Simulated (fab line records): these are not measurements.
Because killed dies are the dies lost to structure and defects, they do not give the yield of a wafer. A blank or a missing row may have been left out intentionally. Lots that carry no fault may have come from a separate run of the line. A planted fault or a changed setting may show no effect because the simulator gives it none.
fab line records -- flow n5_finfet
[record] lots = 8, wafers = 20, last_day = 17
route steps=1938 shown GATE_CUT@468 BEOL_M4@1111 PASSIVATION@1936
lots with no fault: from the same line, run without faults
start_h: hours from the record's opening day to when the first of the lot's shown wafers began -- wait_h: time in hours since the lot's previous step -- " as in the row above -- L1.1+2: several wafers, shown together as one row -- - no value, or no start was given -- * or withheld: withheld -- < > ~ a bound
route shown NAME@n: names a module that has steps shown in the file, with the first one's number in the route -- usual: mean and standard deviation over wafers with no fault -- same: alike in all rows -- chamber/n: place in a boat -- sites: each site's reading -- _std_site: the values' standard deviation -- _edge_site: outer sites' mean less inner sites' -- radius_mm: how far each site lies from the wafer's centre -- mask NAME#n: copy n -- behind: the tool/chamber that last shaped the wafer -- hold: cause of the lot's hold/its duration in hours/its outcome -- device: transistor that didn't switch, given as n, p or np -- end of line: the same wafers' tests at the end of the route -- step lacking rows: just its recipe -- killed: not the wafer's yield, but the dies lost to structure and defects at the first sort -- map: the dies of a wafer, with x for killed, . for not killed, _ for no die there
set.NAME: the setting that was run; set.NAME@STEP: the one run at that earlier step -- model.NAME: the simulator's own value behind a step, which no gauge read
one table for each step of the route and one row for each wafer, over a sample of lots
services: when a tool's chamber went out of use (start_h, in hours from the record's first day, below 0 if earlier), for how many hours, and the reason
[[steps]]
[step N5_GATE_CUT_VAPOR_ETCH_60]
[recipe] chemistry = BCl3/Cl2, target = HfO2, mode = isotropic
[usual] drypump_motor_current_A = 5.81/0.27, he_backside_leak_sccm = 3.4/0.33, oes_product_au = 0.82/0.062
lot.wafer,tool,chamber,start_h,wait_h,drypump_motor_current_A,he_backside_leak_sccm,oes_product_au
L418.1,rie_metal-01,1,110.32,0.0,5.27,3.3,0.74
L418.5,rie_metal-01,0,110.32,0.0,5.95,3.5,0.81
L428.2,rie_metal-02,0,171.43,0.0,5.99,3.2,0.89
L428.6,rie_metal-02,0,171.43,0.0,5.98,3.2,0.89
L429.2,rie_metal-02,0,179.69,0.0,5.98,3.1,0.87
L429.3,rie_metal-02,0,179.69,0.0,5.98,3.2,0.89
L429.5,rie_metal-02,1,179.69,0.0,5.92,3.3,0.81
L430.2,rie_metal-01,1,184.10,0.0,5.22,3.5,0.73
L430.5,rie_metal-01,0,184.10,0.0,5.98,3.4,0.78
L430.6,rie_metal-01,1,184.10,0.0,5.21,3.5,0.72
L433.2,rie_metal-02,1,199.82,0.0,5.83,3.2,0.80
L433.3,rie_metal-02,0,199.82,0.0,5.99,3.3,0.87
L434.2,rie_metal-01,1,207.95,0.0,5.29,3.4,0.71
L434.4,rie_metal-01,1,207.95,0.0,5.28,3.5,0.71
L434.5,rie_metal-01,0,207.95,0.0,5.97,3.6,0.78
L435.1,rie_metal-02,0,211.88,0.0,6.05,3.2,0.87
L435.4,rie_metal-02,1,211.88,0.0,5.87,3.1,0.80
L435.6,rie_metal-02,0,211.88,0.0,6.06,3.1,0.86
L436.4,rie_metal-01,1,218.33,0.0,5.22,3.5,0.70
L436.6,rie_metal-01,1,218.33,0.0,5.23,3.5,0.71
[step N5_GATE_CUT_STRIP_59]
[recipe] chemistry = N2/H2, time_s = 20, power_w = 100, temp_c = 40, pressure_mtorr = 100, rf_frequency_hz = 6e+07, bias_power_w = 3, n2_flow_sccm = 300, h2_flow_sccm = 300
[usual] drypump_motor_current_A = 5.9/0.58, oes_product_au = 0.80/0.083, rf_vpp_V = 45.3/0.88, showerhead_plenum_p_Torr = 3.38/0.097, throttle_valve_pct = 12.14/0.22
lot.wafer,tool,chamber,start_h,wait_h,drypump_motor_current_A,oes_product_au,rf_hours_counter_h,rf_vpp_V,showerhead_plenum_p_Torr,throttle_valve_pct
L418.1,rie_diel-02,1,110.61,0.1,5.4,0.77,143,45.7,3.39,12.19
L418.5,rie_diel-02,0,110.61,0.1,5.6,0.70,-,45.9,3.50,12.68
L428.2,rie_diel-04,3,171.66,0.1,6.6,0.81,130,43.3,3.24,11.96
L428.6,rie_diel-04,1,171.66,0.1,5.0,0.87,-,45.0,3.47,12.16
L429.2,rie_diel-02,2,179.84,0.1,6.2,0.90,19,45.1,3.56,11.84
L429.3,rie_diel-02,1,179.84,0.1,5.3,0.76,161,45.7,3.38,12.22
L429.5,rie_diel-02,2,179.84,0.1,6.2,0.90,-,44.8,3.56,11.84
L430.2,rie_diel-04,2,184.26,0.1,5.8,0.74,169,45.3,3.24,12.13
L430.5,rie_diel-04,1,184.26,0.1,5.0,0.86,-,46.5,3.47,12.15
L430.6,rie_diel-04,2,184.26,0.1,5.7,0.75,-,43.6,3.24,12.10
L433.2,rie_diel-02,0,199.97,0.1,5.6,0.95,3,46.0,3.49,12.11
L433.3,rie_diel-02,3,199.97,0.1,6.0,0.68,184,44.9,3.34,12.51
L434.2,rie_diel-02,0,208.10,0.1,5.6,0.93,6,45.9,3.49,12.12
L434.4,rie_diel-02,1,208.10,0.1,5.3,0.75,170,44.5,3.37,12.25
L434.5,rie_diel-02,1,208.10,0.1,5.3,0.75,-,43.9,3.37,12.24
L435.1,rie_diel-01,1,212.03,0.1,6.3,0.87,52,44.7,3.41,12.10
L435.4,rie_diel-01,0,212.03,0.1,5.1,0.88,46,46.1,3.29,11.94
L435.6,rie_diel-01,2,212.03,0.1,6.8,0.79,-,45.5,3.28,12.05
L436.4,rie_diel-01,1,218.63,0.1,6.4,0.86,55,46.8,3.41,12.11
L436.6,rie_diel-01,3,218.63,0.1,6.3,0.72,-,45.9,3.32,11.92
[step N5_GATE_CUT_ETCH_36]
[recipe] chemistry = CF4, target = SiARC, target_depth_a = 130, mask_material = CAR-EUV, time_s = 21.7, ion_energy_ev = 80, pressure_mtorr = 40, source_w = 545, bias_w = 36, Ar_flow_sccm = 100, cf4_flow_sccm = 100, ends = cleared
[usual] bias_w = 36.00/0.099, cf4_flow_sccm = 99.98/0.28, drypump_motor_current_A = 5.9/0.58, etch_rf_on_time_s = 21.9/0.83, oes_product_au = 0.68/0.069, rf_vpp_V = 183.9/1.1, showerhead_plenum_p_Torr = 2.13/0.062, throttle_valve_pct = 15.52/0.19
lot.wafer,tool,chamber,start_h,wait_h,bias_w,cf4_flow_sccm,drypump_motor_current_A,etch_rf_on_time_s,oes_product_au,rf_hours_counter_h,rf_vpp_V,showerhead_plenum_p_Torr,throttle_valve_pct
L418.1,rie_diel-02,1,113.97,0.0,36.05,99.93,5.3,21.4,0.65,145,184.9,2.15,15.56
L418.5,rie_diel-02,0,113.97,0.0,35.86,99.53,5.6,22.3,0.59,-,185.2,2.18,15.82
L428.2,rie_diel-04,2,175.11,0.0,35.98,99.66,5.8,22.5,0.62,167,183.4,2.06,15.49
L428.6,rie_diel-04,1,175.11,0.0,36.16,100.08,5.0,20.9,0.77,-,184.5,2.18,15.48
L429.2,rie_diel-02,2,183.48,0.0,-,-,-,-,-,-,-,-,-
L429.3,rie_diel-02,3,183.48,0.0,-,-,-,-,-,-,-,-,-
L429.5,rie_diel-02,2,183.48,0.0,-,-,-,-,-,-,-,-,-
L430.2,rie_diel-04,3,188.87,0.0,-,-,-,-,-,-,-,-,-
L430.5,rie_diel-04,1,188.87,0.0,-,-,-,-,-,-,-,-,-
L430.6,rie_diel-04,0,188.87,0.0,-,-,-,-,-,-,-,-,-
L433.2,rie_diel-04,0,204.24,0.0,35.91,100.13,6.1,23.0,0.61,181,185.2,2.22,15.72
L433.3,rie_diel-04,2,204.24,0.0,35.94,100.13,5.7,22.7,0.61,175,183.5,2.05,15.51
L434.2,rie_diel-02,3,211.55,0.0,36.04,99.59,6.0,22.7,0.59,187,184.3,2.14,16.03
L434.4,rie_diel-02,2,211.55,0.0,36.32,100.14,6.2,21.3,0.75,28,183.1,2.28,15.42
L434.5,rie_diel-02,3,211.55,0.0,36.10,100.17,6.0,22.9,0.59,-,182.5,2.14,16.03
L435.1,rie_diel-04,3,215.36,0.0,35.93,100.13,6.7,20.9,0.69,142,182.9,2.07,15.47
L435.4,rie_diel-04,1,215.36,0.0,35.87,99.97,5.0,20.8,0.75,44,183.3,2.17,15.51
L435.6,rie_diel-04,1,215.36,0.0,35.95,99.60,5.0,20.7,0.75,-,184.2,2.17,15.51
L436.4,rie_diel-04,2,222.08,0.0,35.92,99.81,5.7,23.1,0.60,181,181.3,2.05,15.52
L436.6,rie_diel-04,3,222.08,0.0,36.00,100.19,6.7,21.0,0.68,-,184.4,2.07,15.47
[step N5_GATE_CUT_ETCH_37]
[recipe] chemistry = N2/H2, target = SOC, target_depth_a = 600, overetch_a = 120, mask_material = SiARC, temp_c = 40, time_s = 90, ion_energy_ev = 200, pressure_mtorr = 30, source_w = 840, bias_w = 150, n2_flow_sccm = 200, h2_flow_sccm = 200
[usual] bias_w = 150.0/0.49, chamber_pressure_mTorr = 29.998/0.029, drypump_motor_current_A = 5.9/0.58, oes_product_au = 0.72/0.063, rf_vpp_V = 523.6/2.3, showerhead_plenum_p_Torr = 2.54/0.086, throttle_valve_pct = 17.77/0.24
lot.wafer,tool,chamber,start_h,wait_h,bias_w,chamber_pressure_mTorr,drypump_motor_current_A,oes_product_au,rf_hours_counter_h,rf_vpp_V,showerhead_plenum_p_Torr,throttle_valve_pct
L418.1,rie_diel-02,1,114.00,0.0,149.9,30.001,5.4,0.69,145,524.5,2.55,17.74
L418.5,rie_diel-02,0,114.00,0.0,151.2,30.008,5.6,0.63,-,526.8,2.64,18.30
L428.2,rie_diel-04,2,175.13,0.0,149.2,29.965,5.7,0.66,167,520.3,2.44,17.68
L428.6,rie_diel-04,1,175.13,0.0,149.9,30.016,5.0,0.78,-,524.8,2.62,17.94
L429.2,rie_diel-02,2,183.51,0.0,149.8,29.994,6.2,0.34,20,528.7,2.69,17.47
L429.3,rie_diel-02,3,183.51,0.0,149.2,30.030,6.0,0.27,180,523.0,2.52,18.04
L429.5,rie_diel-02,2,183.51,0.0,150.1,30.023,6.2,0.34,-,526.8,2.69,17.46
L430.2,rie_diel-04,3,188.89,0.0,149.7,30.000,6.7,0.29,135,520.9,2.44,17.48
L430.5,rie_diel-04,1,188.89,0.0,150.7,29.986,5.1,0.33,-,526.4,2.61,17.88
L430.6,rie_diel-04,0,188.89,0.0,149.9,30.032,6.1,0.28,-,526.5,2.65,18.01
L433.2,rie_diel-04,0,204.27,0.0,150.0,29.985,6.1,0.66,181,526.4,2.65,18.09
L433.3,rie_diel-04,2,204.27,0.0,150.2,30.068,5.7,0.66,175,521.1,2.43,17.68
L434.2,rie_diel-02,3,211.58,0.0,150.1,29.991,6.0,0.63,187,522.3,2.51,18.12
L434.4,rie_diel-02,2,211.58,0.0,150.7,30.050,6.2,0.78,28,528.0,2.69,17.55
L434.5,rie_diel-02,3,211.58,0.0,150.8,29.970,6.0,0.64,-,523.2,2.51,18.13
L435.1,rie_diel-04,3,215.39,0.0,149.7,30.027,6.7,0.70,142,521.8,2.43,17.56
L435.4,rie_diel-04,1,215.39,0.0,150.8,30.017,5.0,0.76,44,525.5,2.61,17.97
L435.6,rie_diel-04,1,215.39,0.0,150.6,29.964,5.0,0.77,-,525.5,2.61,17.96
L436.4,rie_diel-04,2,222.11,0.0,149.9,29.960,5.7,0.65,181,520.7,2.43,17.68
L436.6,rie_diel-04,3,222.11,0.0,149.7,30.025,6.7,0.70,-,520.8,2.43,17.57
[step N5_GATE_CUT_HM_OPEN_40]
[recipe] chemistry = C4F6/O2, target = SiO2, mask_material = SiARC, target_depth_a = 1390, time_s = 85.1, ion_energy_ev = 250, pressure_mtorr = 30, source_w = 345, bias_w = 185, Ar_flow_sccm = 300, C4F6_flow_sccm = 10, O2_flow_sccm = 10, ends = cleared
[usual] bias_w = 185.1/0.56, drypump_motor_current_A = 5.9/0.59, etch_rf_on_time_s = 94.4/2.6, oes_product_au = 0.72/0.069, rf_vpp_V = 667/21, showerhead_plenum_p_Torr = 2.83/0.094, throttle_valve_pct = 20.82/0.25
lot.wafer,tool,chamber,start_h,wait_h,bias_w,drypump_motor_current_A,etch_rf_on_time_s,oes_product_au,rf_hours_counter_h,rf_vpp_V,showerhead_plenum_p_Torr,throttle_valve_pct
L418.1,rie_diel-02,1,114.08,0.0,184.4,5.4,92.5,0.70,145,665,2.85,20.85
L418.5,rie_diel-02,0,114.08,0.0,184.9,5.6,94.4,0.62,-,631,2.92,21.15
L428.2,rie_diel-04,2,175.22,0.0,185.6,5.7,97.4,0.66,167,675,2.72,20.69
L428.6,rie_diel-04,1,175.22,0.0,185.3,5.0,94.0,0.79,-,651,2.91,20.94
L429.2,rie_diel-02,2,183.59,0.0,-,6.2,212.8,0.33,21,652,3.02,20.54
L429.3,rie_diel-02,3,183.59,0.0,-,6.0,212.8,0.27,180,677,2.82,21.08
L429.5,rie_diel-02,2,183.59,0.0,-,6.2,212.8,0.33,-,651,3.02,20.52
L430.2,rie_diel-04,3,188.98,0.0,-,6.7,212.8,0.30,135,665,2.73,20.41
L430.5,rie_diel-04,1,188.98,0.0,-,5.0,212.7,0.33,-,651,2.91,20.77
L430.6,rie_diel-04,0,188.98,0.0,-,6.1,212.8,0.27,-,711,2.95,20.86
L433.2,rie_diel-04,0,204.35,0.0,184.0,6.1,95.8,0.65,181,713,2.95,21.03
L433.3,rie_diel-04,2,204.35,0.0,186.2,5.7,97.1,0.65,175,672,2.72,20.72
L434.2,rie_diel-02,3,211.66,0.0,184.5,6.0,96.5,0.63,187,680,2.82,21.24
L434.4,rie_diel-02,2,211.66,0.0,184.8,6.2,94.2,0.79,28,651,3.01,20.74
L434.5,rie_diel-02,3,211.66,0.0,184.5,6.0,97.8,0.63,-,678,2.82,21.28
L435.1,rie_diel-04,3,215.47,0.0,184.4,6.7,90.4,0.71,142,667,2.73,20.64
L435.4,rie_diel-04,1,215.47,0.0,184.5,5.0,92.9,0.78,44,651,2.90,20.94
L435.6,rie_diel-04,1,215.47,0.0,184.8,5.0,92.9,0.78,-,651,2.90,20.95
L436.4,rie_diel-04,2,222.19,0.0,185.1,5.7,97.9,0.65,181,674,2.71,20.72
L436.6,rie_diel-04,3,222.19,0.0,185.5,6.7,94.7,0.71,-,668,2.73,20.62
[step N5_GATE_CUT_STRIP_42]
[recipe] chemistry = O2, power_w = 400, temp_c = 40, pressure_mtorr = 30, rf_frequency_hz = 6e+07, bias_power_w = 0, overash_fraction = 0.3, o2_flow_sccm = 225
[usual] drypump_motor_current_A = 5.9/0.59, o2_flow_sccm = 225.0/0.69, oes_product_au = 0.80/0.075, rf_vpp_V = 3.7/0.49, showerhead_plenum_p_Torr = 2.10/0.065, throttle_valve_pct = 16.62/0.2
lot.wafer,tool,chamber,start_h,wait_h,drypump_motor_current_A,o2_flow_sccm,oes_product_au,rf_hours_counter_h,rf_vpp_V,showerhead_plenum_p_Torr,throttle_valve_pct
L418.1,rie_diel-02,1,114.16,0.0,5.4,224.9,0.76,145,3.6,2.07,16.42
L418.5,rie_diel-02,0,114.16,0.0,5.6,224.3,0.70,-,3.3,2.15,16.93
L428.2,rie_diel-04,2,175.30,0.0,5.7,226.2,0.75,167,4.1,2.02,16.62
L428.6,rie_diel-04,1,175.30,0.0,5.0,225.3,0.87,-,4.4,2.17,16.74
L429.2,rie_diel-02,2,183.67,0.0,6.2,223.9,0.91,21,2.9,2.23,16.41
L429.3,rie_diel-02,3,183.67,0.0,6.0,224.6,0.69,180,3.5,2.11,17.14
L429.5,rie_diel-02,2,183.67,0.0,6.2,225.0,0.91,-,3.6,2.23,16.40
L430.2,rie_diel-04,3,189.06,0.0,6.7,224.9,0.80,135,4.1,2.03,16.50
L430.5,rie_diel-04,1,189.06,0.0,5.0,224.1,0.85,-,3.8,2.17,16.74
L430.6,rie_diel-04,0,189.06,0.0,6.1,224.5,0.74,-,3.3,2.16,16.70
L433.2,rie_diel-04,0,204.44,0.0,6.0,225.5,0.73,181,4.1,2.16,16.71
L433.3,rie_diel-04,2,204.44,0.0,5.7,223.8,0.74,175,4.2,2.02,16.62
L434.2,rie_diel-02,3,211.74,0.0,6.0,224.2,0.69,188,3.1,2.10,17.14
L434.4,rie_diel-02,2,211.74,0.0,6.2,226.0,0.89,28,3.4,2.23,16.42
L434.5,rie_diel-02,3,211.74,0.0,6.0,224.7,0.69,-,4.0,2.10,17.16
L435.1,rie_diel-04,3,215.55,0.0,6.7,224.9,0.79,142,3.9,2.02,16.53
L435.4,rie_diel-04,1,215.55,0.0,5.0,225.6,0.84,44,3.4,2.17,16.77
L435.6,rie_diel-04,1,215.55,0.0,5.0,225.0,0.85,-,3.8,2.17,16.76
L436.4,rie_diel-04,2,222.27,0.0,5.7,224.7,0.72,181,3.9,2.02,16.65
L436.6,rie_diel-04,3,222.27,0.0,6.7,225.0,0.79,-,4.0,2.02,16.52
[step N5_BEOL_M4_RC_MEAS_101]
[usual] DIBL_N = 36.9/2.1, DIBL_P = 37.1/2.5, IOFF_N = 0.17/0.039, IOFF_P = 0.23/0.043, ION_N = 673/15, ION_P = 462/9.1, SS_N = 71.8/0.69, SS_P = 73.6/0.74, VT_N = 250/3.6, VT_P = -249.7/2.9
lot.wafer,tool,chamber,start_h,wait_h,DIBL_N[mV/V],DIBL_P[mV/V],IOFF_N[nA/um],IOFF_P[nA/um],ION_N[uA/um],ION_P[uA/um],SS_N[mV/dec],SS_P[mV/dec],VT_N[mV],VT_P[mV]
L418.1,prober-01,0,195.75,0.0,38.2,38.3,0.17,0.27,664,468,71.4,73.9,247,-245.9
L418.5,prober-01,0,195.75,0.0,40.7,40.6,0.23,0.31,681,468,72.2,74.6,247,-244.4
L428.2,prober-02,0,259.98,0.2,39.5,38.7,0.20,0.21,673,460,72.6,74.1,250,-253.2
L428.6,prober-02,0,259.98,0.2,37.3,38.4,0.16,0.21,678,463,71.5,73.8,250,-253.3
L433.2,prober-02,0,284.01,0.2,35.4,36.7,0.15,0.21,682,469,71.2,73.3,250,-251.0
L433.3,prober-02,0,284.01,0.2,37.2,37.4,0.17,0.22,679,463,71.5,74.3,250,-249.4
L434.2,prober-01,0,299.57,0.2,35.2,35.2,0.16,0.24,658,459,71.6,73.2,249,-246.8
L434.4,prober-01,0,299.57,0.2,33.2,32.6,0.13,0.19,666,464,71.5,72.3,252,-248.8
L434.5,prober-01,0,299.57,0.2,35.0,34.3,0.17,0.21,649,453,72.1,72.9,250,-248.8
L435.1,prober-02,0,302.10,0.0,37.3,35.9,0.17,0.21,681,462,72.1,73.4,248,-250.6
L435.4,prober-02,0,302.10,0.0,33.3,32.1,0.11,0.15,664,455,70.4,72.4,254,-254.1
L435.6,prober-02,0,302.10,0.0,37.4,37.0,0.19,0.23,700,474,71.9,73.5,245,-250.7
L436.4,prober-01,0,302.64,0.5,34.0,35.0,0.15,0.20,686,473,71.6,73.2,247,-249.2
L436.6,prober-01,0,302.64,0.5,39.7,42.6,0.27,0.35,712,485,73.2,75.6,242,-245.4
[step N5_PASSIVATION_PROBE_49]
[usual] defect_limited_yield = 91.3/1.4, killed_at_M0_to_M3 = 32/9.5, killed_at_M4_up = 14/5.2, killed_at_contacts = 13/5.7, killed_at_front_end = 41/12, killed_at_other = 3.5/2.6, killed_dies = 103/17, killed_on_rim = 14/4, killed_open = 68/14, killed_short = 32/7, sort_bin_4_leakage = 0.01/0.051, sort_bin_5_function = 5.0/0.91, sort_bin_6_memory = 3.3/0.7, sort_bin_8_speed = 0.03/0.22, sort_n_pass = 1076/17, sort_yield_pct = 91.2/1.4
[same] gross_dies = 1180, killed_at_back_side = 0
lot.wafer,tool,chamber,start_h,wait_h,defect_limited_yield[%],killed_at_M0_to_M3,killed_at_M4_up,killed_at_contacts,killed_at_front_end,killed_at_other,killed_dies,killed_on_rim,killed_open,killed_short,sort_bin_4_leakage[%],sort_bin_5_function[%],sort_bin_6_memory[%],sort_bin_8_speed[%],sort_n_pass,sort_yield_pct[%]
L430.2,prober-02,-,364.78,0.1,0,30,8,7,1131,4,1180,152,42,40,0,96.4,3.1,0,0,0
L430.5,prober-02,-,364.93,0.2,0,32,10,18,1118,2,1180,152,63,29,0,96.4,3.1,0,0,0
L430.6,prober-02,-,364.98,0.3,0,35,13,10,1117,5,1180,152,54,36,0,97.5,2.2,0,0,0
L429.2,prober-02,-,372.36,0.1,0,58,16,12,1093,1,1180,152,101,35,0,95.6,4.2,0,0,0
L429.3,prober-02,-,372.41,0.2,0,30,11,8,1131,0,1180,152,54,26,0,97.5,2.5,0,0,0
L429.5,prober-02,-,372.51,0.3,0,33,10,6,1131,0,1180,152,78,37,0,96.4,3.6,0,0,0
// killed by level:class
L430.2 GATE_CUT:area_etch=1097 BEOL_M0_SAQP:geometric_particle:short=10 STI_FIN_REVEAL:geometric_particle:open=7 BEOL_M0_SAQP:geometric_particle:open=7 BEOL_M2:geometric_particle:short=6 GATE_CUT:geometric_particle:short=4 STI_FIN_REVEAL:geometric_particle:short=4 MOL_CONTACT_COAG:geometric_particle:open=4
L430.5 GATE_CUT:area_etch=1088 MOL_CONTACT_COAG:geometric_particle:open=15 BEOL_M0_SAQP:geometric_particle:open=13 BEOL_M0_SAQP:geometric_particle:short=8 FIN_SAQP:geometric_particle:short=6 FIN_SAQP:geometric_particle:open=4 STI_FIN_REVEAL:geometric_particle:open=4 BEOL_M1:geometric_particle:open=4
L430.6 GATE_CUT:area_etch=1090 BEOL_M0_SAQP:geometric_particle:open=10 BEOL_M2:geometric_particle:short=8 MOL_CONTACT_COAG:geometric_particle:open=7 BEOL_M4:geometric_particle:open=7 STI_FIN_REVEAL:geometric_particle:open=6 BEOL_M0_SAQP:geometric_particle:short=6 BEOL_M1:geometric_particle:open=6
L429.2 GATE_CUT:area_etch=1044 BEOL_M0_SAQP:geometric_particle:open=23 FIN_SAQP:geometric_particle:open=18 BEOL_M0_SAQP:geometric_particle:short=16 STI_FIN_REVEAL:geometric_particle:open=14 MOL_CONTACT_COAG:geometric_particle:open=12 BEOL_M1:geometric_particle:open=5 BEOL_M2:geometric_particle:open=5
L429.3 GATE_CUT:area_etch=1099 STI_FIN_REVEAL:geometric_particle:open=9 BEOL_M1:geometric_particle:open=8 FIN_SAQP:geometric_particle:short=5 MOL_CONTACT_COAG:geometric_particle:open=5 BEOL_M3:geometric_particle:open=5 STARTING-WAFER:geometric_particle:open=5 BEOL_M3:geometric_particle:short=4
L429.5 GATE_CUT:area_etch=1065 STI_FIN_REVEAL:geometric_particle:open=32 BEOL_M0_SAQP:geometric_particle:open=10 BEOL_M0_SAQP:geometric_particle:short=7 STI_FIN_REVEAL:geometric_particle:short=5 GATE_CUT:geometric_particle:short=5 BEOL_M0:geometric_particle:open=5 MOL_CONTACT_COAG:geometric_particle:short=4
[[services]]
tool,chamber,start_h,hours,kind
rie_diel-02,2,102.90,-,clean
rie_diel-02,2,102.90,-,consumable_replace:focus_ring
rie_diel-02,2,102.90,-,consumable_replace:showerhead
rie_diel-02,2,102.90,25.0,scheduled_down
rie_diel-02,2,102.90,25.0,vent_cycle
rie_diel-04,2,114.20,1.9,repair
rie_diel-04,-,131.63,0.8,repair
rie_diel-04,0,132.51,11.9,repair
rie_diel-02,1,156.55,15.9,repair
rie_diel-01,3,165.35,3.0,repair
rie_diel-02,0,172.64,-,clean
rie_diel-02,0,172.64,-,consumable_replace:focus_ring
rie_diel-02,0,172.64,14.3,scheduled_down
rie_diel-02,0,172.64,14.3,vent_cycle
rie_diel-01,2,220.07,16.1,repair
[[key]]
[first_sign] step = N5_GATE_CUT_ETCH_36, reading = tool_record, direction = missing
[effect] step = N5_GATE_CUT_ETCH_37, reading = oes_product_au, direction = down, sigmas = 6.5, usual = 0.72, struck = 0.31
[effect] step = N5_GATE_CUT_HM_OPEN_40, reading = etch_rf_on_time_s, direction = up, sigmas = 45, usual = *, struck = *
[effect] step = N5_PASSIVATION_PROBE_49, reading = sort_bin_5_function, direction = up, sigmas = 99+, usual = 5.0, struck = 96.6
[more_kills_born_at] N5_GATE_CUT_ETCH_36@rie_diel-04 = 3275, N5_GATE_CUT_ETCH_36@rie_diel-02 = 3208
met_at N5_GATE_CUT_ETCH_36
struck_lots L429,L430
later_rows_left_out L429.2,L429.3,L429.5,L430.2,L430.5,L430.6
not_acting_at N5_GATE_CUT_VAPOR_ETCH_60,N5_GATE_CUT_STRIP_59,N5_GATE_CUT_STRIP_42
onset_between 175.11 183.48
[fault] kind = skipped_step_whole, tool = rie_diel-02,rie_diel-04, chamber = -, onset_h = 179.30, steps = N5_GATE_CUT_ETCH_36, scope = struck_lots_only
// later_rows_left_out: the simulator's readings of these wafers behind a module that went badly wrong aren't trusted and aren't shown, but for the sort
